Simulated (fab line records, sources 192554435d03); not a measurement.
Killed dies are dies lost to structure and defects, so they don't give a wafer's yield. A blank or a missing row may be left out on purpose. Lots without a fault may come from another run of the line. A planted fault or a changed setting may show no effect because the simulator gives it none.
One fault seen from 2 desks | flow n5_finfet | each desk has only its own numbers; what lay behind them comes last

THE METROLOGY DESK
What the gauges read, lot by lot, whatever tool the lot ran on: means of the sampled wafers that have a number. A lot is out of limits, marked OUT, if its mean lies more than 4 standard deviations from the usual mean; the brackets give that distance. Of its 10 readings 7 are shown: those that lie furthest out on some lot.
Columns: A = DIBL_N at N5_BEOL_M4_RC_MEAS_101, usual 36.2 mV/V; B = IOFF_N at N5_BEOL_M4_RC_MEAS_101, usual 0.16 nA/um; C = IOFF_P at N5_BEOL_M4_RC_MEAS_101, usual 0.22 nA/um; D = ION_N at N5_BEOL_M4_RC_MEAS_101, usual 675 uA/um; E = ION_P at N5_BEOL_M4_RC_MEAS_101, usual 465 uA/um; F = VT_N at N5_BEOL_M4_RC_MEAS_101, usual 250 mV; G = VT_P at N5_BEOL_M4_RC_MEAS_101, usual -249 mV
lot  | first seen here | A    | B    | C    | D   | E   | F   | G
L401 | day 8 07:03     | 38.0 | 0.19 | 0.23 | 689 | 468 | 248 | -250
L403 | day 8 09:48     | 35.6 | 0.14 | 0.19 | 678 | 465 | 249 | -250
L405 | day 9 07:08     | 33.5 | 0.11 | 0.17 | 650 | 455 | 256 | -251
L407 | day 9 14:08     | 35.4 | 0.15 | 0.22 | 673 | 467 | 248 | -249
L406 | day 9 17:11     | 37.9 | 0.17 | 0.24 | 674 | 462 | 249 | -249
L411 | day 10 10:59    | 38.6 | 0.19 | 0.22 | 687 | 465 | 248 | -249
L418 | day 12 08:17    | 38.1 | 0.19 | 0.23 | 685 | 467 | 247 | -248
L422 | day 13 07:56    | 37.9 | 0.16 | 0.19 | 672 | 453 | 255 | -253
L424 | day 14 02:49    | 35.4 | 0.14 | 0.17 | 665 | 453 | 255 | -255
This desk's finding: nothing out of limits on any of the 9 lots.

THE TOOL OWNER'S DESK: rie_si-02
The tool's own readings at N5_FIN_SAQP_FIN_ETCH_36 (etches the open film in HBr/Cl2/O2, target depth 120 nm, time 50.4 s): means of the sampled wafers that have a number, for each lot that ran on this tool. A lot is out of limits, marked OUT, if its mean lies more than 4 standard deviations from the usual mean; the brackets give that distance.
Columns: A = bias_w at N5_FIN_SAQP_FIN_ETCH_36, usual 102.0 W; B = drypump_motor_current_A at N5_FIN_SAQP_FIN_ETCH_36, usual 5.5 A; C = he_backside_leak_sccm at N5_FIN_SAQP_FIN_ETCH_36, usual 2.8 sccm; D = oes_product_au at N5_FIN_SAQP_FIN_ETCH_36, usual 1.000 a.u.; E = throttle_valve_pct at N5_FIN_SAQP_FIN_ETCH_36, usual 36.07 %
lot  | first seen here | A              | B   | C   | D     | E
L401 | day 2 03:49     | 101.6          | 5.7 | 2.8 | 0.991 | 35.86
L403 | day 2 14:49     | 102.0          | 5.4 | 2.8 | 0.985 | 36.28
L405 | day 3 02:28     | 102.1          | 5.5 | 3.0 | 1.007 | 36.04
L406 | day 3 08:24     | 96.4 (-18) OUT | 5.4 | 2.9 | 0.963 | 35.98
L407 | day 3 13:17     | 96.5 (-18) OUT | 5.5 | 2.5 | 0.951 | 36.39
L411 | day 4 14:27     | 96.6 (-18) OUT | 5.5 | 3.2 | 1.000 | 36.15
L422 | day 7 08:18     | 102.0          | 5.5 | 2.8 | 0.981 | 36.47
This desk's finding: out of limits on L406, L407, L411; first on L406, day 3 08:24 (bias_w at N5_FIN_SAQP_FIN_ETCH_36). In limits: L401, L403, L405, L422.

PUT TOGETHER
The tool owner's desk could have raised an alarm at day 3 08:24, on L406, L407, L411.
The metrology desk saw nothing out of limits.
The metrology desk has L406, L407, L411 on record, within its limits.
Of the lots named, all ran N5_FIN_SAQP_FIN_ETCH_36 on rie_si-02.

WHAT THE SIMULATOR HAD PUT IN
Process parameter drift: rie_si-02, from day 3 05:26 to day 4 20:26, at N5_FIN_SAQP_FIN_ETCH_36. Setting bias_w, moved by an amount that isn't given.
Lots struck among those shown: L406, L407, L411.
Hours from the fault's start to each desk's first reading out of limits: the tool owner's desk, 3.
